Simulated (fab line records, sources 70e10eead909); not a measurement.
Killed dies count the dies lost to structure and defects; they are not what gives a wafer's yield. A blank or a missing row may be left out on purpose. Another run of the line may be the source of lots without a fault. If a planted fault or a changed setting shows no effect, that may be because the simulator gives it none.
fab line records || flow nandHarc
[record] {"lots": 14, "wafers": 42, "lastDay": 24}
route steps=1159 shown A_ZERO_WELL@401 A_ONON_D1@426 END@1159
lots that met no fault: taken from a fault-free run of the same line
startH: hours from the record's opening day to when the first of the lot's shown wafers began || waitH: hours elapsed since this lot's preceding step || " as in the row above || L1.1+2: a row that stands for several wafers || - no value, or no start given || * or withheld: withheld || < > ~ a bound
route shown NAME@n: names a module that has steps shown in the file, with the first one's number in the route || usual: mean/standard deviation taken from wafers without a fault || same: alike in all rows || chamber/n: place in a boat || sites: readings site by site || _std_site: their standard deviation || _edge_site: the outer-site mean with the inner-site mean subtracted || radiusMm: how far each site lies from the wafer's centre || mask NAME#n: copy n || behind: the last tool/chamber to shape the wafer || hold: what put the lot on hold/how long, in hours/how the hold closed || device: transistor that didn't switch, given as n, p or np || end of line: at the end of the route, the tests of the same wafers || for a step that has no rows: nothing shown but its recipe || killed: count of dies lost to structure and defects at first sort (not the wafer's yield) || map: the dies of a wafer, with x for killed, . for not killed, _ for no die there
set.NAME: the setting as run; set.NAME@STEP: as run at that earlier step || model.NAME: the simulator's own value behind a step, which no gauge read
one table for each step of the route and one row for each wafer, over a sample of lots
services: from which hour (startH, from the record's first day; less than 0 if before it) a tool's chamber was out of use, for how many hours, and why
[[steps]]
[step NHARC_A_ZERO_WELL_CD_MEAS_10]
[recipe] {"targetCdNm": 2000, "landingEnergyEv": 500}
[usual] {"cdNm": "2001.0/2.2"}
{"lot.wafer": "L770.1", "tool": "cdSem-03", "chamber": 0, "startH": 135.08, "waitH": "-", "cdNm": 1996.1}
{"lot.wafer": "L770.2", "tool": "cdSem-03", "chamber": 0, "startH": 135.08, "waitH": "-", "cdNm": 1995.2}
{"lot.wafer": "L770.5", "tool": "cdSem-03", "chamber": 0, "startH": 135.08, "waitH": "-", "cdNm": 1998.1}
{"lot.wafer": "L772.2", "tool": "cdSem-01", "chamber": 0, "startH": 148.88, "waitH": "-", "cdNm": 2002.5}
{"lot.wafer": "L772.4", "tool": "cdSem-01", "chamber": 0, "startH": 148.88, "waitH": "-", "cdNm": 1999.4}
{"lot.wafer": "L772.5", "tool": "cdSem-01", "chamber": 0, "startH": 148.88, "waitH": "-", "cdNm": 2001.1}
{"lot.wafer": "L776.2", "tool": "cdSem-03", "chamber": 0, "startH": 169.05, "waitH": "-", "cdNm": 1997.3}
{"lot.wafer": "L776.4", "tool": "cdSem-03", "chamber": 0, "startH": 169.05, "waitH": "-", "cdNm": 1997.0}
{"lot.wafer": "L776.6", "tool": "cdSem-03", "chamber": 0, "startH": 169.05, "waitH": "-", "cdNm": 1997.9}
{"lot.wafer": "L779.1", "tool": "cdSem-01", "chamber": 0, "startH": 184.22, "waitH": "-", "cdNm": 2004.8}
{"lot.wafer": "L779.3", "tool": "cdSem-01", "chamber": 0, "startH": 184.22, "waitH": "-", "cdNm": 2004.1}
{"lot.wafer": "L779.5", "tool": "cdSem-01", "chamber": 0, "startH": 184.22, "waitH": "-", "cdNm": 2001.8}
{"lot.wafer": "L778.1", "tool": "cdSem-03", "chamber": 0, "startH": 185.31, "waitH": "-", "cdNm": 1999.6}
{"lot.wafer": "L778.3", "tool": "cdSem-03", "chamber": 0, "startH": 185.31, "waitH": "-", "cdNm": 2000.1}
{"lot.wafer": "L778.5", "tool": "cdSem-03", "chamber": 0, "startH": 185.31, "waitH": "-", "cdNm": 2001.2}
{"lot.wafer": "L783.2", "tool": "cdSem-03", "chamber": 0, "startH": 210.65, "waitH": "-", "cdNm": 2003.1}
{"lot.wafer": "L783.4", "tool": "cdSem-03", "chamber": 0, "startH": 210.65, "waitH": "-", "cdNm": 2002.2}
{"lot.wafer": "L783.5", "tool": "cdSem-03", "chamber": 0, "startH": 210.65, "waitH": "-", "cdNm": 2002.6}
{"lot.wafer": "L786.1", "tool": "cdSem-01", "chamber": 0, "startH": 234.08, "waitH": "-", "cdNm": 2000.8}
{"lot.wafer": "L786.3", "tool": "cdSem-01", "chamber": 0, "startH": 234.08, "waitH": "-", "cdNm": 2001.2}
{"lot.wafer": "L786.6", "tool": "cdSem-01", "chamber": 0, "startH": 234.08, "waitH": "-", "cdNm": 2002.5}
{"lot.wafer": "L787.1", "tool": "cdSem-03", "chamber": 0, "startH": 234.52, "waitH": "-", "cdNm": 2004.0}
{"lot.wafer": "L787.4", "tool": "cdSem-03", "chamber": 0, "startH": 234.52, "waitH": "-", "cdNm": 2002.7}
{"lot.wafer": "L787.6", "tool": "cdSem-03", "chamber": 0, "startH": 234.52, "waitH": "-", "cdNm": 2001.4}
{"lot.wafer": "L788.1", "tool": "cdSem-03", "chamber": 0, "startH": 239.41, "waitH": "-", "cdNm": 2002.9}
{"lot.wafer": "L788.3", "tool": "cdSem-03", "chamber": 0, "startH": 239.41, "waitH": "-", "cdNm": 2002.2}
{"lot.wafer": "L788.4", "tool": "cdSem-03", "chamber": 0, "startH": 239.41, "waitH": "-", "cdNm": 2002.2}
{"lot.wafer": "L789.1", "tool": "cdSem-02", "chamber": 0, "startH": 239.60, "waitH": "-", "cdNm": 1998.1}
{"lot.wafer": "L789.2", "tool": "cdSem-02", "chamber": 0, "startH": 239.60, "waitH": "-", "cdNm": 2000.8}
{"lot.wafer": "L789.6", "tool": "cdSem-02", "chamber": 0, "startH": 239.60, "waitH": "-", "cdNm": 1997.6}
{"lot.wafer": "L790.1", "tool": "cdSem-03", "chamber": 0, "startH": 262.47, "waitH": "-", "cdNm": 1998.7}
{"lot.wafer": "L790.4", "tool": "cdSem-03", "chamber": 0, "startH": 262.47, "waitH": "-", "cdNm": 1997.7}
{"lot.wafer": "L790.6", "tool": "cdSem-03", "chamber": 0, "startH": 262.47, "waitH": "-", "cdNm": 1996.4}
{"lot.wafer": "L791.1", "tool": "cdSem-02", "chamber": 0, "startH": 262.57, "waitH": "-", "cdNm": 1999.4}
{"lot.wafer": "L791.3", "tool": "cdSem-02", "chamber": 0, "startH": 262.57, "waitH": "-", "cdNm": 1998.6}
{"lot.wafer": "L791.6", "tool": "cdSem-02", "chamber": 0, "startH": 262.57, "waitH": "-", "cdNm": 2000.2}
{"lot.wafer": "L792.2", "tool": "cdSem-02", "chamber": 0, "startH": 264.74, "waitH": "-", "cdNm": 2000.0}
{"lot.wafer": "L792.4", "tool": "cdSem-02", "chamber": 0, "startH": 264.74, "waitH": "-", "cdNm": 2000.8}
{"lot.wafer": "L792.5", "tool": "cdSem-02", "chamber": 0, "startH": 264.74, "waitH": "-", "cdNm": 2001.8}
{"lot.wafer": "L793.2", "tool": "cdSem-02", "chamber": 0, "startH": 265.34, "waitH": "-", "cdNm": 2002.3}
{"lot.wafer": "L793.4", "tool": "cdSem-02", "chamber": 0, "startH": 265.34, "waitH": "-", "cdNm": 2001.8}
{"lot.wafer": "L793.6", "tool": "cdSem-02", "chamber": 0, "startH": 265.34, "waitH": "-", "cdNm": 2000.4}
[step NHARC_A_ONON_D1_DEP_03]
[recipe] {"targetThkA": 10000, "n2FlowSccm": 2750, "n2oFlowSccm": 2000, "nh3FlowSccm": 500, "sih4FlowSccm": 210, "tempC": 400}
[usual] {"n2oFlowSccm": "2002/6.2"}
{"lot.wafer": "L770.1", "tool": "pecvdOnon-04", "chamber": 0, "startH": 157.08, "waitH": 0.1, "n2oFlowSccm": 2007}
{"lot.wafer": "L770.2", "tool": "pecvdOnon-04", "chamber": 0, "startH": 157.08, "waitH": 0.1, "n2oFlowSccm": 2009}
{"lot.wafer": "L770.5", "tool": "pecvdOnon-04", "chamber": 0, "startH": 157.08, "waitH": 0.1, "n2oFlowSccm": 1994}
{"lot.wafer": "L772.2", "tool": "pecvdOnon-01", "chamber": 0, "startH": 172.82, "waitH": 0.1, "n2oFlowSccm": 1989}
{"lot.wafer": "L772.4", "tool": "pecvdOnon-01", "chamber": 0, "startH": 172.82, "waitH": 0.1, "n2oFlowSccm": 2004}
{"lot.wafer": "L772.5", "tool": "pecvdOnon-01", "chamber": 0, "startH": 172.82, "waitH": 0.1, "n2oFlowSccm": 1996}
{"lot.wafer": "L776.2", "tool": "pecvdOnon-01", "chamber": 0, "startH": 191.98, "waitH": 0.1, "n2oFlowSccm": 2010}
{"lot.wafer": "L776.4", "tool": "pecvdOnon-01", "chamber": 0, "startH": 191.98, "waitH": 0.1, "n2oFlowSccm": 1998}
{"lot.wafer": "L776.6", "tool": "pecvdOnon-01", "chamber": 0, "startH": 191.98, "waitH": 0.1, "n2oFlowSccm": 1998}
{"lot.wafer": "L778.1", "tool": "pecvdOnon-03", "chamber": 0, "startH": 207.99, "waitH": 0.2, "n2oFlowSccm": 2000}
{"lot.wafer": "L778.3", "tool": "pecvdOnon-03", "chamber": 0, "startH": 207.99, "waitH": 0.2, "n2oFlowSccm": 2000}
{"lot.wafer": "L778.5", "tool": "pecvdOnon-03", "chamber": 0, "startH": 207.99, "waitH": 0.2, "n2oFlowSccm": 1992}
{"lot.wafer": "L779.1", "tool": "pecvdOnon-01", "chamber": 0, "startH": 208.21, "waitH": 0.1, "n2oFlowSccm": 2013}
{"lot.wafer": "L779.3", "tool": "pecvdOnon-01", "chamber": 0, "startH": 208.21, "waitH": 0.1, "n2oFlowSccm": 2007}
{"lot.wafer": "L779.5", "tool": "pecvdOnon-01", "chamber": 0, "startH": 208.21, "waitH": 0.1, "n2oFlowSccm": 2017}
{"lot.wafer": "L783.2", "tool": "pecvdOnon-04", "chamber": 0, "startH": 234.75, "waitH": 0.1, "n2oFlowSccm": 2010}
{"lot.wafer": "L783.4", "tool": "pecvdOnon-04", "chamber": 0, "startH": 234.75, "waitH": 0.1, "n2oFlowSccm": 2007}
{"lot.wafer": "L783.5", "tool": "pecvdOnon-04", "chamber": 0, "startH": 234.75, "waitH": 0.1, "n2oFlowSccm": 2012}
{"lot.wafer": "L786.1", "tool": "pecvdOnon-03", "chamber": 0, "startH": 255.63, "waitH": 0.1, "n2oFlowSccm": 2001}
{"lot.wafer": "L786.3", "tool": "pecvdOnon-03", "chamber": 0, "startH": 255.63, "waitH": 0.1, "n2oFlowSccm": 2010}
{"lot.wafer": "L786.6", "tool": "pecvdOnon-03", "chamber": 0, "startH": 255.63, "waitH": 0.1, "n2oFlowSccm": 1999}
{"lot.wafer": "L787.1", "tool": "pecvdOnon-04", "chamber": 0, "startH": 255.68, "waitH": 0.1, "n2oFlowSccm": 2000}
{"lot.wafer": "L787.4", "tool": "pecvdOnon-04", "chamber": 0, "startH": 255.68, "waitH": 0.1, "n2oFlowSccm": 1997}
{"lot.wafer": "L787.6", "tool": "pecvdOnon-04", "chamber": 0, "startH": 255.68, "waitH": 0.1, "n2oFlowSccm": 1997}
{"lot.wafer": "L789.1", "tool": "pecvdOnon-01", "chamber": 0, "startH": 262.22, "waitH": 0.1, "n2oFlowSccm": 2004}
{"lot.wafer": "L789.2", "tool": "pecvdOnon-01", "chamber": 0, "startH": 262.22, "waitH": 0.1, "n2oFlowSccm": 2001}
{"lot.wafer": "L789.6", "tool": "pecvdOnon-01", "chamber": 0, "startH": 262.22, "waitH": 0.1, "n2oFlowSccm": 2002}
{"lot.wafer": "L788.1", "tool": "pecvdOnon-03", "chamber": 0, "startH": 262.23, "waitH": 0.1, "n2oFlowSccm": 2002}
{"lot.wafer": "L788.3", "tool": "pecvdOnon-03", "chamber": 0, "startH": 262.23, "waitH": 0.1, "n2oFlowSccm": 2006}
{"lot.wafer": "L788.4", "tool": "pecvdOnon-03", "chamber": 0, "startH": 262.23, "waitH": 0.1, "n2oFlowSccm": 2007}
{"lot.wafer": "L790.1", "tool": "pecvdOnon-04", "chamber": 0, "startH": 285.66, "waitH": 0.1, "n2oFlowSccm": 2002}
{"lot.wafer": "L790.4", "tool": "pecvdOnon-04", "chamber": 0, "startH": 285.66, "waitH": 0.1, "n2oFlowSccm": 2012}
{"lot.wafer": "L790.6", "tool": "pecvdOnon-04", "chamber": 0, "startH": 285.66, "waitH": 0.1, "n2oFlowSccm": 2004}
{"lot.wafer": "L792.2", "tool": "pecvdOnon-01", "chamber": 0, "startH": 285.70, "waitH": 0.1, "n2oFlowSccm": 1993}
{"lot.wafer": "L792.4", "tool": "pecvdOnon-01", "chamber": 0, "startH": 285.70, "waitH": 0.1, "n2oFlowSccm": 1996}
{"lot.wafer": "L792.5", "tool": "pecvdOnon-01", "chamber": 0, "startH": 285.70, "waitH": 0.1, "n2oFlowSccm": 1983}
{"lot.wafer": "L791.1", "tool": "pecvdOnon-03", "chamber": 0, "startH": 285.77, "waitH": 0.2, "n2oFlowSccm": 1999}
{"lot.wafer": "L791.3", "tool": "pecvdOnon-03", "chamber": 0, "startH": 285.77, "waitH": 0.2, "n2oFlowSccm": 1995}
{"lot.wafer": "L791.6", "tool": "pecvdOnon-03", "chamber": 0, "startH": 285.77, "waitH": 0.2, "n2oFlowSccm": 2004}
{"lot.wafer": "L793.2", "tool": "pecvdOnon-01", "chamber": 0, "startH": 286.05, "waitH": 0.1, "n2oFlowSccm": 2001}
{"lot.wafer": "L793.4", "tool": "pecvdOnon-01", "chamber": 0, "startH": 286.05, "waitH": 0.1, "n2oFlowSccm": 2000}
{"lot.wafer": "L793.6", "tool": "pecvdOnon-01", "chamber": 0, "startH": 286.05, "waitH": 0.1, "n2oFlowSccm": 2002}
[step NHARC_A_ONON_D1_THK_MEAS_05]
[recipe] {"thkMeasGauge": "ellipsometry"}
[usual] {"thkNm": "998/12"}
{"lot.wafer": "L770.1", "tool": "filmMetro-02", "chamber": "-", "startH": 157.59, "waitH": "-", "thkNm": 1006}
{"lot.wafer": "L770.2", "tool": "filmMetro-02", "chamber": "-", "startH": 157.59, "waitH": "-", "thkNm": 1007}
{"lot.wafer": "L770.5", "tool": "filmMetro-02", "chamber": "-", "startH": 157.59, "waitH": "-", "thkNm": 1006}
{"lot.wafer": "L772.2", "tool": "filmMetro-02", "chamber": "-", "startH": 173.27, "waitH": "-", "thkNm": 975}
{"lot.wafer": "L772.4", "tool": "filmMetro-02", "chamber": "-", "startH": 173.27, "waitH": "-", "thkNm": 978}
{"lot.wafer": "L772.5", "tool": "filmMetro-02", "chamber": "-", "startH": 173.27, "waitH": "-", "thkNm": 976}
{"lot.wafer": "L776.2", "tool": "filmMetro-02", "chamber": "-", "startH": 192.44, "waitH": "-", "thkNm": 1099}
{"lot.wafer": "L776.4", "tool": "filmMetro-02", "chamber": "-", "startH": 192.44, "waitH": "-", "thkNm": 1096}
{"lot.wafer": "L776.6", "tool": "filmMetro-02", "chamber": "-", "startH": 192.44, "waitH": "-", "thkNm": 1098}
{"lot.wafer": "L778.1", "tool": "filmMetro-02", "chamber": "-", "startH": 208.50, "waitH": "-", "thkNm": 977}
{"lot.wafer": "L778.3", "tool": "filmMetro-02", "chamber": "-", "startH": 208.50, "waitH": "-", "thkNm": 977}
{"lot.wafer": "L778.5", "tool": "filmMetro-02", "chamber": "-", "startH": 208.50, "waitH": "-", "thkNm": 976}
{"lot.wafer": "L779.1", "tool": "filmMetro-01", "chamber": "-", "startH": 208.72, "waitH": "-", "thkNm": 1104}
{"lot.wafer": "L779.3", "tool": "filmMetro-01", "chamber": "-", "startH": 208.72, "waitH": "-", "thkNm": 1105}
{"lot.wafer": "L779.5", "tool": "filmMetro-01", "chamber": "-", "startH": 208.72, "waitH": "-", "thkNm": 1105}
{"lot.wafer": "L783.2", "tool": "filmMetro-02", "chamber": "-", "startH": 235.21, "waitH": "-", "thkNm": 995}
{"lot.wafer": "L783.4", "tool": "filmMetro-02", "chamber": "-", "startH": 235.21, "waitH": "-", "thkNm": 992}
{"lot.wafer": "L783.5", "tool": "filmMetro-02", "chamber": "-", "startH": 235.21, "waitH": "-", "thkNm": 995}
{"lot.wafer": "L786.1", "tool": "filmMetro-02", "chamber": "-", "startH": 256.14, "waitH": "-", "thkNm": 1001}
{"lot.wafer": "L786.3", "tool": "filmMetro-02", "chamber": "-", "startH": 256.14, "waitH": "-", "thkNm": 1002}
{"lot.wafer": "L786.6", "tool": "filmMetro-02", "chamber": "-", "startH": 256.14, "waitH": "-", "thkNm": 1002}
{"lot.wafer": "L787.1", "tool": "filmMetro-02", "chamber": "-", "startH": 256.19, "waitH": "-", "thkNm": 986}
{"lot.wafer": "L787.4", "tool": "filmMetro-02", "chamber": "-", "startH": 256.19, "waitH": "-", "thkNm": 987}
{"lot.wafer": "L787.6", "tool": "filmMetro-02", "chamber": "-", "startH": 256.19, "waitH": "-", "thkNm": 987}
{"lot.wafer": "L789.1", "tool": "filmMetro-01", "chamber": "-", "startH": 262.73, "waitH": "-", "thkNm": 986}
{"lot.wafer": "L789.2", "tool": "filmMetro-01", "chamber": "-", "startH": 262.73, "waitH": "-", "thkNm": 986}
{"lot.wafer": "L789.6", "tool": "filmMetro-01", "chamber": "-", "startH": 262.73, "waitH": "-", "thkNm": 985}
{"lot.wafer": "L788.1", "tool": "filmMetro-02", "chamber": "-", "startH": 262.74, "waitH": "-", "thkNm": 996}
{"lot.wafer": "L788.3", "tool": "filmMetro-02", "chamber": "-", "startH": 262.74, "waitH": "-", "thkNm": 994}
{"lot.wafer": "L788.4", "tool": "filmMetro-02", "chamber": "-", "startH": 262.74, "waitH": "-", "thkNm": 996}
{"lot.wafer": "L792.2", "tool": "filmMetro-01", "chamber": "-", "startH": 286.18, "waitH": "-", "thkNm": 1014}
{"lot.wafer": "L792.4", "tool": "filmMetro-01", "chamber": "-", "startH": 286.18, "waitH": "-", "thkNm": 1012}
{"lot.wafer": "L792.5", "tool": "filmMetro-01", "chamber": "-", "startH": 286.18, "waitH": "-", "thkNm": 1011}
{"lot.wafer": "L790.1", "tool": "filmMetro-02", "chamber": "-", "startH": 286.18, "waitH": "-", "thkNm": 997}
{"lot.wafer": "L790.4", "tool": "filmMetro-02", "chamber": "-", "startH": 286.18, "waitH": "-", "thkNm": 998}
{"lot.wafer": "L790.6", "tool": "filmMetro-02", "chamber": "-", "startH": 286.18, "waitH": "-", "thkNm": 995}
{"lot.wafer": "L791.1", "tool": "filmMetro-01", "chamber": "-", "startH": 286.28, "waitH": "-", "thkNm": 1018}
{"lot.wafer": "L791.3", "tool": "filmMetro-01", "chamber": "-", "startH": 286.28, "waitH": "-", "thkNm": 1018}
{"lot.wafer": "L791.6", "tool": "filmMetro-01", "chamber": "-", "startH": 286.28, "waitH": "-", "thkNm": 1016}
{"lot.wafer": "L793.2", "tool": "filmMetro-02", "chamber": "-", "startH": 286.50, "waitH": "-", "thkNm": 989}
{"lot.wafer": "L793.4", "tool": "filmMetro-02", "chamber": "-", "startH": 286.50, "waitH": "-", "thkNm": 990}
{"lot.wafer": "L793.6", "tool": "filmMetro-02", "chamber": "-", "startH": 286.50, "waitH": "-", "thkNm": 991}
[step NHARC_END_SORT_01]
[recipe] {"tempC": 25}
[usual] {"killedAtArray": "25/10", "killedAtOther": "0.6/0.91", "killedAtPeriphery": "3.6/2.9", "killedDies": "29/10", "killedOpen": "3.3/2", "killedShort": "1.9/1.5"}
[same] {"grossDies": 677}
{"lot.wafer": "L776.2", "tool": "prober-01", "chamber": 0, "startH": 492.45, "waitH": 2.8, "killedAtArray": 673, "killedAtOther": 0, "killedAtPeriphery": 4, "killedDies": 677, "killedOpen": 6, "killedShort": 4}
{"lot.wafer": "L776.4", "tool": "prober-01", "chamber": 0, "startH": 494.07, "waitH": 3.4, "killedAtArray": 675, "killedAtOther": 0, "killedAtPeriphery": 2, "killedDies": 677, "killedOpen": 5, "killedShort": 1}
{"lot.wafer": "L776.6", "tool": "prober-01", "chamber": 0, "startH": 495.68, "waitH": 4.0, "killedAtArray": 675, "killedAtOther": 0, "killedAtPeriphery": 2, "killedDies": 677, "killedOpen": 6, "killedShort": 0}
{"lot.wafer": "L779.1", "tool": "prober-02", "chamber": 0, "startH": 499.45, "waitH": 2.5, "killedAtArray": 665, "killedAtOther": 0, "killedAtPeriphery": 12, "killedDies": 677, "killedOpen": 4, "killedShort": 2}
{"lot.wafer": "L779.3", "tool": "prober-02", "chamber": 0, "startH": 501.04, "waitH": 3.1, "killedAtArray": 672, "killedAtOther": 0, "killedAtPeriphery": 5, "killedDies": 677, "killedOpen": 2, "killedShort": 1}
{"lot.wafer": "L779.5", "tool": "prober-02", "chamber": 0, "startH": 502.64, "waitH": 3.7, "killedAtArray": 669, "killedAtOther": 0, "killedAtPeriphery": 8, "killedDies": 677, "killedOpen": 3, "killedShort": 1}
{"lot.wafer": "L786.1", "tool": "prober-01", "chamber": 0, "startH": 532.36, "waitH": 2.5, "killedAtArray": 13, "killedAtOther": 0, "killedAtPeriphery": 10, "killedDies": 23, "killedOpen": 1, "killedShort": 0}
{"lot.wafer": "L786.3", "tool": "prober-01", "chamber": 0, "startH": 533.95, "waitH": 3.1, "killedAtArray": 13, "killedAtOther": 0, "killedAtPeriphery": 10, "killedDies": 23, "killedOpen": 1, "killedShort": 2}
{"lot.wafer": "L786.6", "tool": "prober-01", "chamber": 0, "startH": 536.34, "waitH": 4.0, "killedAtArray": 15, "killedAtOther": 0, "killedAtPeriphery": 11, "killedDies": 26, "killedOpen": 2, "killedShort": 3}
// killed by level:class
L776.2 A_ONON_D1:areaDep=640 A_SLIT:chamberFilmFlake=13 A_CHANNEL_HOLE_D1:chamberFilmFlake=5 P_CONTACT:geometricParticle:open=3 A_CONTACT:geometricParticle:open=2 A_ZERO_WELL:chamberFilmFlake=2 A_STAIRCASE:chamberFilmFlake=2 A_CONTACT:chamberFilmFlake=2
L776.4 A_ONON_D1:areaDep=656 A_SLIT:chamberFilmFlake=6 A_M1:chamberFilmFlake=3 A_CONTACT:geometricParticle:open=2 A_CHANNEL_HOLE_D1:chamberFilmFlake=2 A_SOURCE_PLATE:geometricParticle:open=1 A_CHANNEL_FILL_D1:geometricParticle:open=1 A_WL_FILL:geometricParticle:short=1
L776.6 A_ONON_D1:areaDep=644 A_CHANNEL_HOLE_D1:chamberFilmFlake=13 A_SLIT:chamberFilmFlake=8 A_CONTACT:chamberFilmFlake=3 P_M0:geometricParticle:open=2 A_CHANNEL_FILL_D1:geometricParticle:open=2 A_M1:chamberFilmFlake=2 A_CHANNEL_HOLE_D1:geometricParticle:open=1
L779.1 A_ONON_D1:areaDep=647 A_CHANNEL_HOLE_D1:chamberFilmFlake=7 P_CONTACT:chamberFilmFlake=6 A_STAIRCASE:chamberFilmFlake=4 P_STI:chamberFilmFlake=3 A_WL_FILL:chamberFilmFlake=2 P_M0:geometricParticle:short=1 P_M0:geometricParticle:open=1
L779.3 A_ONON_D1:areaDep=655 A_CHANNEL_HOLE_D1:chamberFilmFlake=9 P_STI:chamberFilmFlake=4 A_STAIRCASE:chamberFilmFlake=3 A_CONTACT:chamberFilmFlake=2 A_CHANNEL_FILL_D1:geometricParticle:short=1 A_SLIT:geometricParticle:open=1 A_BLC:geometricParticle:open=1
L779.5 A_ONON_D1:areaDep=653 P_CONTACT:chamberFilmFlake=6 A_CHANNEL_HOLE_D1:chamberFilmFlake=6 A_CHANNEL_FILL_D1:chamberFilmFlake=4 A_WL_FILL:chamberFilmFlake=2 P_GATE:geometricParticle:short=1 A_SGD_CUT:geometricParticle:open=1 A_BLC:geometricParticle:open=1
L786.1 A_CONTACT:chamberFilmFlake=8 P_ZERO_WELL:chamberFilmFlake=6 A_STAIRCASE:chamberFilmFlake=4 P_GATE:chamberFilmFlake=2 P_CONTACT:geometricParticle:open=1 P_M2:chamberFilmFlake=1 A_CHANNEL_HOLE_D1:chamberFilmFlake=1
L786.3 P_ZERO_WELL:chamberFilmFlake=8 A_CHANNEL_HOLE_D1:chamberFilmFlake=3 A_STAIRCASE:chamberFilmFlake=3 A_ZERO_WELL:chamberFilmFlake=2 A_CONTACT:chamberFilmFlake=2 P_M1:geometricParticle:open=1 A_ONON_D1:geometricParticle:short=1 A_CONTACT:geometricParticle:short=1
L786.6 P_ZERO_WELL:chamberFilmFlake=7 A_CHANNEL_HOLE_D1:chamberFilmFlake=4 A_STAIRCASE:chamberFilmFlake=4 A_CONTACT:chamberFilmFlake=3 P_M0:geometricParticle:open=1 P_M2:geometricParticle:short=1 A_CHANNEL_FILL_D1:geometricParticle:open=1 A_SLIT:geometricParticle:short=1
[[services]]
{"tool": "pecvdOnon-03", "chamber": "-", "startH": 153.31, "hours": 13.0, "kind": "pm"}
{"tool": "pecvdOnon-01", "chamber": "-", "startH": 195.00, "hours": 13.0, "kind": "pm"}
{"tool": "pecvdOnon-04", "chamber": "-", "startH": 237.00, "hours": 13.0, "kind": "pm"}
[[key]]
[firstSign] {"step": "NHARC_A_ONON_D1_THK_MEAS_05", "reading": "thkNm", "direction": "up", "sigmas": 9, "usual": 998, "struck": 1101}
[effect] {"step": "NHARC_END_SORT_01", "reading": "killedDies", "direction": "up", "sigmas": 63, "usual": 29, "struck": 677}
[moreKillsBornAt] {"NHARC_A_ONON_D1_DEP_03@pecvdOnon-01": 3895}
metAt NHARC_A_ONON_D1_DEP_03
struckLots L776,L779
laterRowsLeftOut L776.2,L776.4,L776.6,L779.1,L779.3,L779.5
testerLeftOut L776,L779
notActingAt NHARC_A_ZERO_WELL_CD_MEAS_10
onsetBetween 172.82 191.98
[fault] {"kind": "processParameterDrift", "tool": "pecvdOnon-01", "chamber": "-", "onsetH": 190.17, "steps": "NHARC_A_ONON_D1_DEP_03", "channel": "targetThkA", "offset": "*", "shape": "step", "endH": 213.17, "actsIn": "*", "stated": "*"}
// testerLeftOut: of these lots the tester's yield and bins aren't shown, on N5 and GAA mostly nor the transistor test; their killed dies are dies lost to structure and defects alone, not to doping, threshold or leakage, so they don't give the yield
// laterRowsLeftOut: the simulator's readings of these wafers behind a module that went badly wrong aren't trusted and aren't shown, but for the sort
